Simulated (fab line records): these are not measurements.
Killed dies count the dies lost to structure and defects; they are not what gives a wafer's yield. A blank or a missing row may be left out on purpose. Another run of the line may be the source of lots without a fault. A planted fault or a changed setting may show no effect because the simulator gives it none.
Problem report, 8D (eight disciplines) form, completed by code    flow n5-finfet    the parts of the form that need people (team, actions taken, sign-off) are left out

## 1. WHAT WENT WRONG
Wafers without a fault read 205.02 C, standard deviation 0.15; plate-temp-C at N5_BEOL_M2_COAT_73 reads a mean of 214.44 C on 6 wafers belonging to 2 lots. That puts it +63 standard deviations away from the usual mean.
The step: time 60 s, resist thk 5 nm.
Earliest sighting: wafer L821.1 on litho-track-02 at day 10 14:43. The record holds 33 wafers of 11 lots with a number at this step. Rule for "out", or "out of limits": more than 4 standard deviations from the usual mean. The other wafers with a number count as sound.

## 2. WHAT IT IS, WHAT IT ISN'T
question                     is                                  is not
which readings at this step  plate-temp-C, heater-power-total-W  chill-plate-temp-C
which lots                   L820, L821                          L805, L806, L807, L808, L811, L812, L825, L826, L827
which wafers of those lots   all that have a number              -
read on which tools          litho-track-02                      litho-track-03, litho-track-04
when                         from day 10 14:43                   up to then (18 sound wafers); but 9 sound wafers of L825, L826, L827 came after

## 3. THE SUSPECTS, EACH WITH WHAT RULES IT OUT
Counting: a tool stays on the suspect list if, at a process step up to the reading, it processed all lots that are out and no sound lot following the first of them.
- litho-track-02 at N5_BEOL_M2_COAT_73 (time 60 s, resist thk 5 nm): kept. Every lot that is out went through it, starting with L821 (day 10 14:43), and after that it ran no sound lot; the last sound lot it ran before then is L811 (day 8 09:53). Out on those wafers are its own readings of heater-power-total-W, plate-temp-C.
The count leaves litho-track-02 at N5_BEOL_M2_COAT_73.

## 4. THE CAUSE (what the simulator had put in)
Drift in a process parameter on litho-track-02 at N5_BEOL_M2_COAT_73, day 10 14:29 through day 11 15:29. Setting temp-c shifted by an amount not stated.
Counting left only this tool.

## 5. THE CHAIN OF EFFECTS, in route order
One row per reading whose mean, taken over the struck wafers that have a number, lies over 3 standard deviations from the usual. Only readings whose record carries a usual standard deviation are examined. hours: median over the lots of the time between each lot's start at the first step of this table that gives one and its start at this step. sigmas: the change, counted in usual standard deviations.
hours  step                reading               usual     on struck wafers  change  sigmas
0      N5_BEOL_M2_COAT_73  heater-power-total-W  391.7 W   414.0             +22.3   +17
0      N5_BEOL_M2_COAT_73  plate-temp-C          205.02 C  214.44            +9.42   +63
The process steps in it:
- N5_BEOL_M2_COAT_73: time 60 s, resist thk 5 nm.
At these later measuring or inspecting steps, every struck wafer for which the step has a row has a number for every such reading, and none has moved that far: N5_BEOL_M2_CD_MEAS_11, N5_BEOL_M2_OVL_MEAS_12, N5_BEOL_M4_RC_MEAS_101.

## 6. HOW IT WOULD HAVE BEEN CAUGHT EARLIER
The fault began at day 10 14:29; the first out-of-limits reading in this record came at day 10 14:43, 0 hours later.
